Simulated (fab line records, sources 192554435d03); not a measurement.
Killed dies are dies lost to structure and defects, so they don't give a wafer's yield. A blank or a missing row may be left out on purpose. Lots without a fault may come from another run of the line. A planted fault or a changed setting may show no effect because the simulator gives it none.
Which tool did it? | flow n5_finfet | 24 lots, 72 wafers sampled, at 4 steps of a route of 1938

WHAT THE GAUGES READ, wafer by wafer
N5_BEOL_M9_CD_MEAS_35: target cd 70 nm, target cd y 40 nm. Usual: cd_nm 70.1 nm, standard deviation 0.47.
lot  | measured     | on        | cd_nm (nm)     | flag
L074 | day 8 22:39  | cd_sem-01 | 70.3 70.4 70.1 |
L077 | day 10 01:32 | cd_sem-03 | 69.7 69.6 69.1 |
L078 | day 10 11:04 | cd_sem-01 | 69.9 70.0 69.7 |
L075 | day 10 13:37 | cd_sem-03 | 70.6 70.2 70.7 |
L076 | day 10 22:38 | cd_sem-01 | 70.7 70.8 70.1 |
L080 | day 11 02:23 | cd_sem-02 | 70.7 70.7 70.7 |
L079 | day 11 10:31 | cd_sem-03 | 70.2 70.1 69.4 |
L081 | day 12 07:59 | cd_sem-02 | 69.3 69.3 69.9 |
L083 | day 12 08:00 | cd_sem-03 | 69.2 69.5 69.9 |
L082 | day 12 11:32 | cd_sem-03 | 69.7 69.4 70.2 |
L084 | day 12 11:55 | cd_sem-02 | 70.2 69.9 69.7 |
L085 | day 12 16:19 | cd_sem-02 | 69.6 69.6 69.7 |
L086 | day 13 00:02 | cd_sem-02 | 70.4 70.1 69.7 |
L087 | day 13 12:45 | cd_sem-01 | 69.9 70.4 70.8 |
L089 | day 13 13:39 | cd_sem-01 | 70.9 70.7 70.4 |
L088 | day 13 13:41 | cd_sem-02 | 70.2 69.7 70.1 |
L090 | day 14 04:43 | cd_sem-01 | 69.9 69.9 70.1 |
L091 | day 14 13:41 | cd_sem-03 | 70.8 70.0 70.2 |
L092 | day 14 15:28 | cd_sem-02 | 70.1 70.0 70.1 |
L093 | day 14 16:18 | cd_sem-02 | 69.7 70.7 70.2 |
L094 | day 14 16:24 | cd_sem-01 | 70.9 70.8 70.4 |
L095 | day 15 07:38 | cd_sem-01 | 69.9 69.3 69.1 |
L096 | day 15 12:48 | cd_sem-02 | 70.2 70.4 69.7 |
L097 | day 15 16:02 | cd_sem-03 | 69.6 69.6 69.4 |

N5_BEOL_M10_INSPECT_13: inspects for defects (brightfield). Usual: raw_defect_count 397, standard deviation 92.
lot  | measured     | on                | raw_defect_count | flag
L074 | day 9 02:38  | defect_inspect-01 | 419 409 488      |
L077 | day 10 06:03 | defect_inspect-02 | 300 372 355      |
L078 | day 10 16:59 | defect_inspect-02 | 261 332 307      |
L075 | day 10 20:31 | defect_inspect-02 | 420 366 488      |
L076 | day 11 07:29 | defect_inspect-01 | 336 288 303      |
L080 | day 11 10:40 | defect_inspect-02 | 268 320 329      |
L079 | day 11 16:00 | defect_inspect-01 | 364 397 579      |
L081 | day 12 13:19 | defect_inspect-01 | 511 326 364      |
L083 | day 12 13:09 | defect_inspect-01 | 489 338 477      |
L082 | day 12 16:43 | defect_inspect-01 | 472 413 419      |
L084 | day 12 16:48 | defect_inspect-01 | 427 400 403      |
L085 | day 12 21:49 | defect_inspect-01 | 434 331 358      |
L086 | day 13 05:39 | defect_inspect-01 | 334 397 210      |
L087 | day 13 18:07 | defect_inspect-02 | 318 287 379      |
L089 | day 13 18:19 | defect_inspect-01 | 582 689 447      |
L088 | day 13 18:16 | defect_inspect-02 | 389 329 321      |
L090 | day 14 10:14 | defect_inspect-01 | 592 384 554      |
L091 | day 14 19:11 | defect_inspect-02 | 412 293 440      |
L092 | day 14 22:41 | defect_inspect-02 | 328 431 351      |
L093 | day 14 23:05 | defect_inspect-02 | 328 422 294      |
L094 | day 14 23:26 | defect_inspect-02 | 514 394 603      |
L095 | day 15 13:04 | defect_inspect-01 | 361 301 418      |
L096 | day 15 17:19 | defect_inspect-02 | 425 391 381      |
L097 | day 15 20:32 | defect_inspect-01 | 442 368 331      |

WHICH TOOL RAN EACH LOT (tool, then ch and the chambers of the sampled wafers, then the start)
lot  | N5_BEOL_M9_STRIP_36                | N5_BEOL_M9_DEGAS_44
L074 | rie_diel-06 ch 0,1,3, day 8 22:17  | pvd_sputter-02, day 8 23:03
L077 | rie_diel-05 ch 0,1,3, day 10 01:05 | pvd_sputter-02, day 10 02:09
L078 | rie_diel-02 ch 0,1,3, day 10 10:42 | pvd_sputter-01, day 10 13:06
L075 | rie_diel-02 ch 0,1, day 10 13:14   | pvd_sputter-03, day 10 14:01
L076 | rie_diel-02 ch 0,2, day 10 22:15   | pvd_sputter-01, day 11 00:09
L080 | rie_diel-05 ch 0,1, day 11 02:01   | pvd_sputter-01, day 11 06:50
L079 | rie_diel-06 ch 1,2, day 11 10:09   | pvd_sputter-02, day 11 11:52
L081 | rie_diel-05 ch 0,1,2, day 12 07:36 | pvd_sputter-01, day 12 09:11
L083 | rie_diel-06 ch 1,2, day 12 07:38   | pvd_sputter-03, day 12 09:13
L082 | rie_diel-06 ch 1,2, day 12 11:10   | pvd_sputter-03, day 12 12:30
L084 | rie_diel-05 ch 1,2, day 12 11:32   | pvd_sputter-03, day 12 12:50
L085 | rie_diel-06 ch 0,2,3, day 12 15:58 | pvd_sputter-02, day 12 17:00
L086 | rie_diel-02 ch 2,3, day 12 23:40   | pvd_sputter-01, day 13 01:05
L087 | rie_diel-02 ch 0,1,3, day 13 12:23 | pvd_sputter-01, day 13 14:01
L089 | rie_diel-06 ch 0,1, day 13 13:16   | pvd_sputter-03, day 13 14:08
L088 | rie_diel-02 ch 2,3, day 13 13:18   | pvd_sputter-02, day 13 14:10
L090 | rie_diel-05 ch 0,1,2, day 14 04:21 | pvd_sputter-01, day 14 05:49
L091 | rie_diel-05 ch 0,3, day 14 13:19   | pvd_sputter-03, day 14 14:22
L092 | rie_diel-02 ch 0,2, day 14 15:06   | pvd_sputter-01, day 14 15:52
L093 | rie_diel-05 ch 1,3, day 14 15:56   | pvd_sputter-01, day 14 16:41
L094 | rie_diel-02 ch 0,1,2, day 14 16:02 | pvd_sputter-03, day 14 18:37
L095 | rie_diel-06 ch 1,3, day 15 07:10   | pvd_sputter-01, day 15 08:17
L096 | rie_diel-06 ch 1,2,3, day 15 12:26 | pvd_sputter-03, day 15 13:29
L097 | rie_diel-05 ch 1,2,3, day 15 15:34 | pvd_sputter-03, day 15 16:52
- N5_BEOL_M9_STRIP_36: strips in N2/H2.
- N5_BEOL_M9_DEGAS_44: time 60 s.

WHAT THE TOOLS THEMSELVES READ (means of the sampled wafers that have a number; where no wafer has one, the mark that the record gives instead)
N5_BEOL_M9_STRIP_36. Usual: drypump_motor_current_A 5.8 A, standard deviation 0.5; n2_flow_sccm 200.0 sccm, standard deviation 0.54; oes_product_au 0.80 a.u., standard deviation 0.077; rf_vpp_V 59.3 V, standard deviation 1.5; showerhead_plenum_p_Torr 2.55 Torr, standard deviation 0.093; throttle_valve_pct 23.7 %, standard deviation 0.31.
lot  | tool        | drypump_motor_current_A (A) | n2_flow_sccm (sccm) | oes_product_au (a.u.) | rf_vpp_V (V) | showerhead_plenum_p_Torr (Torr) | throttle_valve_pct (%) | flag
L074 | rie_diel-06 | 5.9                         | 199.4               | 0.80                  | 58.4         | 2.49                            | 23.6                   |
L077 | rie_diel-05 | 5.8                         | 199.8               | 0.88                  | 60.7         | 2.61                            | 23.7                   |
L078 | rie_diel-02 | 5.8                         | 200.2               | 0.85                  | 60.4         | 2.64                            | 23.7                   |
L075 | rie_diel-02 | 5.3                         | 199.9               | 0.83                  | 58.5         | 2.68                            | 23.9                   |
L076 | rie_diel-02 | 5.1                         | 200.1               | 0.82                  | 59.1         | 2.54                            | 23.6                   |
L080 | rie_diel-05 | 5.8                         | 199.4               | 0.79                  | 60.2         | 2.58                            | 23.9                   |
L079 | rie_diel-06 | 6.2                         | 200.7               | 0.75                  | 60.3         | 2.49                            | 23.6                   |
L081 | rie_diel-05 | 5.6                         | 199.6               | 0.79                  | 59.5         | 2.54                            | 23.9                   |
L083 | rie_diel-06 | 6.2                         | 200.0               | 0.74                  | 57.8         | 2.48                            | 23.6                   |
L082 | rie_diel-06 | 5.8                         | 200.7               | 0.72                  | 60.8         | 2.45                            | 23.7                   |
L084 | rie_diel-05 | 5.6                         | 199.8               | 0.71                  | 59.5         | 2.56                            | 24.2                   |
L085 | rie_diel-06 | 6.2                         | 200.5               | 0.79                  | 59.7         | 2.52                            | 23.5                   |
L086 | rie_diel-02 | 6.0                         | 200.3               | 0.84                  | 59.1         | 2.54                            | 23.3                   |
L087 | rie_diel-02 | 5.7                         | 200.1               | 0.81                  | 58.9         | 2.63                            | 23.7                   |
L089 | rie_diel-06 | 5.6                         | 200.2               | 0.74                  | 58.8         | 2.47                            | 23.7                   |
L088 | rie_diel-02 | 5.6                         | 200.0               | 0.81                  | 59.7         | 2.49                            | 23.3                   |
L090 | rie_diel-05 | 5.6                         | 200.0               | 0.76                  | 59.2         | 2.54                            | 24.0                   |
L091 | rie_diel-05 | 5.7                         | 200.6               | 0.89                  | 59.2         | 2.55                            | 23.6                   |
L092 | rie_diel-02 | 5.1                         | 200.1               | 0.83                  | 60.2         | 2.61                            | 23.7                   |
L093 | rie_diel-05 | 5.8                         | 199.5               | 0.76                  | 59.4         | 2.64                            | 24.0                   |
L094 | rie_diel-02 | 5.2                         | 200.8               | 0.77                  | 57.5         | 2.59                            | 23.8                   |
L095 | rie_diel-06 | 6.2                         | 199.4               | 0.76                  | 59.5         | 2.44                            | 23.7                   |
L096 | rie_diel-06 | 6.2                         | 199.8               | 0.73                  | 58.7         | 2.46                            | 23.7                   |
L097 | rie_diel-05 | 5.6                         | 200.1               | 0.77                  | 61.2         | 2.60                            | 24.1                   |

N5_BEOL_M9_DEGAS_44. Usual: heater_power_w 326 W, standard deviation 26.
lot  | tool           | heater_power_w (W) | flag
L074 | pvd_sputter-02 | 338                |
L077 | pvd_sputter-02 | 338                |
L078 | pvd_sputter-01 | 302                |
L075 | pvd_sputter-03 | 341                |
L076 | pvd_sputter-01 | 330                |
L080 | pvd_sputter-01 | 313                |
L079 | pvd_sputter-02 | 336                |
L081 | pvd_sputter-01 | 293                |
L083 | pvd_sputter-03 | 321                |
L082 | pvd_sputter-03 | 335                |
L084 | pvd_sputter-03 | 335                |
L085 | pvd_sputter-02 | 345                |
L086 | pvd_sputter-01 | 324                |
L087 | pvd_sputter-01 | 330                |
L089 | pvd_sputter-03 | 325                |
L088 | pvd_sputter-02 | 347                |
L090 | pvd_sputter-01 | 311                |
L091 | pvd_sputter-03 | 333                |
L092 | pvd_sputter-01 | 284                |
L093 | pvd_sputter-01 | 312                |
L094 | pvd_sputter-03 | 336                |
L095 | pvd_sputter-01 | 313                |
L096 | pvd_sputter-03 | 327                |
L097 | pvd_sputter-03 | 313                |

THE ANSWER, worked out from the rows above alone
Rule: a lot is off if the mean of its wafers that have a number lies more than 3 standard deviations from the usual mean. A lot without any number at a reading at which 4 lots or more have one is off too. The other lots that the step has rows for count as sound. The gauges are gone through in route order, then the tools' own readings, and for those a lot's mean is taken as printed above. The first step at which some lot is off is used, and at that step the reading that is off furthest; a lot without a number counts as furthest.
No lot is off at any reading shown: from this, nothing can be told.

WHAT THE SIMULATOR HAD PUT IN
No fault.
